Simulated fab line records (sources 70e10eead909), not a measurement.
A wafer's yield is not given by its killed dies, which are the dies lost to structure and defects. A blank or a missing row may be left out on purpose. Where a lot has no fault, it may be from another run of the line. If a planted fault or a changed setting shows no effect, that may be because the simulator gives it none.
Which of the tools did it? ; flow nand_harc ; 14 lots with 39 wafers sampled at 5 steps, on a route of 1159 steps

WHAT EACH GAUGE READ, for each wafer
NHARC_A_SOURCE_PLATE_THK_MEAS_06: measures by ellipsometry. Usual: thk_nm at 200.2 nm, with a standard deviation of 1.8.
lot;measured;on;thk_nm (nm);flag
L939;day 7 10:49;film_metro-02;199.9 199.1 199.2;
L943;day 8 03:36;film_metro-02;201.8 202.1 203.3;
L942;day 8 03:36;film_metro-02;200.1 200.6 200.4;
L944;day 9 04:38;film_metro-01;200.2 202.3 201.8;
L945;day 9 04:38;film_metro-02;200.3 201.6 200.9;
L948;day 9 23:21;film_metro-01;201.3 203.4 199.8;
L947;day 9 23:22;film_metro-02;201.6 201.7 200.2;
L949;day 10 08:57;film_metro-02;200.7 201.5 201.0;
L950;day 10 17:41;film_metro-01;202.2 201.3 204.3;
L953;day 11 07:36;film_metro-01;200.7 201.9;
L955;day 11 16:56;film_metro-02;200.0 201.2;
L956;day 12 00:20;film_metro-02;197.5 199.0;
L961;day 12 20:28;film_metro-02;200.6 200.8 200.7;
L962;day 13 00:23;film_metro-01;198.6 200.7 197.8;

NHARC_A_ONON_D1_THK_MEAS_18: measures by ellipsometry. Usual: thk_nm at 1003 nm, with a standard deviation of 11.
lot;measured;on;thk_nm (nm);flag
L939;day 7 21:36;film_metro-02;1008 1004 1007;
L943;day 8 14:37;film_metro-02;999 997 995;
L942;day 8 14:37;film_metro-02;1002 1002 1000;
L944;day 9 14:58;film_metro-01;974 975 976;
L945;day 9 14:37;film_metro-01;993 995 994;
L948;day 10 09:28;film_metro-02;1017 1015 1015;
L947;day 10 09:28;film_metro-01;1018 1019 1020;
L949;day 10 18:56;film_metro-01;1011 1012 1011;
L950;day 11 03:47;film_metro-01;990 990 988;
L953;day 11 19:10;film_metro-02;1092 1004;OFF
L955;day 12 03:02;film_metro-01;1084 1084;OFF
L956;day 12 11:17;film_metro-02;1099 1099;OFF
L961;day 13 06:28;film_metro-02;980 981 982;
L962;day 13 10:22;film_metro-01;1001 1000 999;

EACH LOT AND THE TOOL THAT RAN IT (in order: tool; ch and the chambers of the sampled wafers; start)
lot;NHARC_P_BONDPAD_ANNEAL_28;NHARC_P_BONDPAD_ACTIVATE_29;NHARC_A_ONON_D1_DEP_16
L939;rtp_anneal-02 ch 0, day 6 12:35;rie_diel-12 ch 0,3, day 6 13:29;pecvd_onon-04 ch 0, day 7 21:09
L943;rtp_anneal-01 ch 0, day 7 04:43;rie_diel-11 ch 1,3, day 7 05:34;pecvd_onon-01 ch 0, day 8 14:13
L942;rtp_anneal-01 ch 0, day 7 05:28;rie_diel-11 ch 0,3, day 7 06:26;pecvd_onon-03 ch 0, day 8 14:07
L944;rtp_anneal-01 ch 0, day 8 01:16;rie_diel-11 ch 0,1, day 8 02:13;pecvd_onon-04 ch 0, day 9 14:28
L945;rtp_anneal-01 ch 0, day 8 02:00;rie_diel-11 ch 1,3, day 8 02:50;pecvd_onon-04 ch 0, day 9 14:14
L948;rtp_anneal-02 ch 0, day 8 21:38;rie_diel-06 ch 1,2,3, day 8 22:38;pecvd_onon-04 ch 0, day 10 08:57
L947;rtp_anneal-01 ch 0, day 8 22:19;rie_diel-12 ch 0,1,2, day 8 23:11;pecvd_onon-01 ch 0, day 10 09:04
L949;rtp_anneal-02 ch 0, day 9 07:54;rie_diel-11 ch 0,2,3, day 9 08:52;pecvd_onon-01 ch 0, day 10 18:25
L950;rtp_anneal-01 ch 0, day 9 14:10;rie_diel-11 ch 0,2,3, day 9 15:01;pecvd_onon-03 ch 0, day 11 03:23
L953;rtp_anneal-02 ch 0, day 10 04:44;rie_diel-11 ch 1,3, day 10 05:41;pecvd_onon-01 ch 0, day 11 18:40
L955;rtp_anneal-01 ch 0, day 10 18:01;rie_diel-11 ch 1,2, day 10 18:59;pecvd_onon-01 ch 0, day 12 02:31
L956;rtp_anneal-02 ch 0, day 11 02:29;rie_diel-11 ch 1,3, day 11 03:31;pecvd_onon-01 ch 0, day 12 10:46
L961;rtp_anneal-01 ch 0, day 11 20:02;rie_diel-06 ch 1,2,3, day 11 20:55;pecvd_onon-04 ch 0, day 13 06:01
L962;rtp_anneal-02 ch 0, day 12 00:15;rie_diel-11 ch 1,2,3, day 12 01:11;pecvd_onon-03 ch 0, day 13 09:51
- NHARC_P_BONDPAD_ANNEAL_28: time 90 s.
- NHARC_P_BONDPAD_ACTIVATE_29: chemistry N2, time 60 s.
- NHARC_A_ONON_D1_DEP_16: target thk 1000 nm.

WHAT THE TOOLS THEMSELVES READ (means of the sampled wafers that have a number; where no wafer has one, the mark that the record gives instead)
NHARC_P_BONDPAD_ANNEAL_28. Usual: wafer_temp_C_max at 226.37, with a standard deviation of 0.28.
lot;tool;wafer_temp_C_max;flag
L939;rtp_anneal-02;226.11;
L943;rtp_anneal-01;226.51;
L942;rtp_anneal-01;226.50;
L944;rtp_anneal-01;226.38;
L945;rtp_anneal-01;226.39;
L948;rtp_anneal-02;226.27;
L947;rtp_anneal-01;226.41;
L949;rtp_anneal-02;226.51;
L950;rtp_anneal-01;226.37;
L953;rtp_anneal-02;226.29;
L955;rtp_anneal-01;227.06;
L956;rtp_anneal-02;226.13;
L961;rtp_anneal-01;226.48;
L962;rtp_anneal-02;226.38;

NHARC_P_BONDPAD_ACTIVATE_29. Usual: drypump_motor_current_A 5.5 A, standard deviation 0.42; oes_product_au 1.003 a.u., standard deviation 0.0078; rf_vpp_V 64.5 V, standard deviation 0.91; showerhead_plenum_p_Torr 1.87 Torr, standard deviation 0.062.
lot;tool;drypump_motor_current_A (A);oes_product_au (a.u.);rf_vpp_V (V);showerhead_plenum_p_Torr (Torr);flag
L939;rie_diel-12;5.8;1.005;64.3;1.81;
L943;rie_diel-11;5.6;1.001;63.9;1.89;
L942;rie_diel-11;5.5;0.996;65.0;1.90;
L944;rie_diel-11;5.6;1.007;64.9;1.89;
L945;rie_diel-11;5.6;1.008;64.4;1.89;
L948;rie_diel-06;5.9;1.007;64.8;1.81;
L947;rie_diel-12;5.8;1.002;63.5;1.77;
L949;rie_diel-11;5.3;1.007;64.6;1.90;
L950;rie_diel-11;5.3;1.005;64.6;1.90;
L953;rie_diel-11;5.6;1.010;64.7;1.90;
L955;rie_diel-11;5.2;1.004;65.4;1.89;
L956;rie_diel-11;5.6;1.006;63.4;1.89;
L961;rie_diel-06;5.9;0.995;63.6;1.80;
L962;rie_diel-11;5.3;1.004;65.0;1.89;

THE ANSWER, worked out from the rows above alone
Rule: take the mean of a lot's wafers that have a number; if it is more than 3 standard deviations from the usual mean, the lot is off. A lot without any number at a reading at which 4 lots or more have one is off too. All remaining lots with rows at the step are treated as sound. Order of review: gauges by route order, followed by the tools' own readings, for which a lot's mean as printed above is used. At the first step where some lot is off, the reading lying furthest off is the one used; lots without a number count as furthest.
Off: L953, L955, L956 (NHARC_A_ONON_D1_THK_MEAS_18, thk_nm).
If a tool, at a process step before that reading, ran all the lots that are off and no sound lot after the first of them, it fits. Gauges at NHARC_A_ONON_D1_THK_MEAS_18: tried the same way as those tools. One fits: NHARC_A_ONON_D1_DEP_16 on pecvd_onon-01. A fault onset in the window from L949 (day 10 18:25, its last sound lot) to L953 (day 11 18:40, its first lot off) fits.

WHAT THE SIMULATOR HAD PUT IN
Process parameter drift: pecvd_onon-01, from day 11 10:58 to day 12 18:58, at NHARC_A_ONON_D1_DEP_16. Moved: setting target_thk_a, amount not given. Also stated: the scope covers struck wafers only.
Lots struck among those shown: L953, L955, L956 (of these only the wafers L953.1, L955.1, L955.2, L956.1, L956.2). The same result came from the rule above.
